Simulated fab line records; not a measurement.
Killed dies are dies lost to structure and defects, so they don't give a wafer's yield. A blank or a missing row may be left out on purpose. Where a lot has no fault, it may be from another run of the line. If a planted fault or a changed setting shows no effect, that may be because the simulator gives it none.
One fault through the eyes of 3 desks | flow nand_harc | every desk sees just its own numbers, and what lay behind them comes last

== THE TOOL OWNER'S DESK: pecvd_onon-03 ==
The tool's own readings at NHARC_A_ONON_D1_DEP_16 (target thk 1000 nm): means of the sampled wafers that have a number, for each lot that ran on this tool. A lot is out of limits, marked OUT, if its mean lies more than 4 standard deviations from the usual mean; the brackets give that distance.
Columns: A = nh3_flow_sccm at NHARC_A_ONON_D1_DEP_16, usual 500.3 sccm; B = susceptor_temp_C at NHARC_A_ONON_D1_DEP_16, usual 399.98 C
lot  | first seen here | A     | B
L745 | day 8 04:11     | 499.9 | 400.13
L747 | day 8 22:14     | 499.0 | 399.80
L749 | day 9 20:14     | 501.3 | 399.90
L750 | day 10 05:49    | 497.9 | 399.92
This desk's verdict: no lot among the 4 shows anything out of limits.

== THE DEFECT DESK ==
For each lot, the counts of the inspections along the route, averaged over the sampled wafers that have a number. A lot is out of limits, marked OUT, if its mean lies more than 4 standard deviations from the usual mean; the brackets give that distance.
Columns: A = raw_defect_count at NHARC_A_ZERO_WELL_INSPECT_17, usual 10
lot  | first seen here | A
L745 | day 6 19:11     | 7
L747 | day 7 13:01     | 18
L748 | day 8 01:13     | 7
L749 | day 8 12:43     | 18
L750 | day 8 20:16     | 14
L756 | day 11 22:05    | 6
L760 | day 12 20:52    | 10
L758 | day 12 21:31    | 12
L761 | day 13 16:58    | 8
L762 | day 14 01:40    | 7
L764 | day 14 20:29    | 7
L768 | day 16 08:56    | 5
This desk's verdict: no lot among the 12 shows anything out of limits.

== METROLOGY DESK ==
What the gauges read for every lot (on any tool): the sampled wafers with a number, averaged. A lot is out of limits, marked OUT, if its mean lies more than 4 standard deviations from the usual mean; the brackets give that distance.
Columns: A = thk_nm at NHARC_A_ONON_D1_THK_MEAS_18, usual 1001 nm
lot  | first seen here | A
L745 | day 8 04:42     | 1007
L747 | day 8 22:38     | 984
L748 | day 9 11:58     | 1022
L749 | day 9 20:34     | 1568 (+52) OUT
L750 | day 10 06:13    | 1585 (+53) OUT
L756 | day 13 05:22    | 997
L760 | day 14 04:12    | 1012
L758 | day 14 04:13    | 998
L761 | day 15 03:42    | 1006
L762 | day 15 08:42    | 1001
L764 | day 16 03:46    | 1019
L768 | day 17 15:53    | 999
Finding of this desk: L749, L750 out of limits; the first was L749 at day 9 20:34, on thk_nm at NHARC_A_ONON_D1_THK_MEAS_18. Within limits: L745, L747, L748, L756, L760, L758, L761, L762, L764, L768.

== BROUGHT TOGETHER ==
On L749, L750, the metrology desk was in a position to raise an alarm at day 9 20:34.
Nothing out of limits was seen by the tool owner's desk.
Nothing the defect desk looked at was out of limits.
On record at the tool owner's desk: L749, L750, within its limits.
The defect desk has L749, L750 on record, within its limits.
All the named lots went through NHARC_A_ONON_D1_DEP_16 on pecvd_onon-03.

== WHAT HAD BEEN PUT IN BY THE SIMULATOR ==
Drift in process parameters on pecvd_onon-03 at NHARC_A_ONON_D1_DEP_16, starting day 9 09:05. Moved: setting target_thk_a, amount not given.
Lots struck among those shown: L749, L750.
Time in hours between the start of the fault and the first out-of-limits reading at each desk: metrology desk, 11.
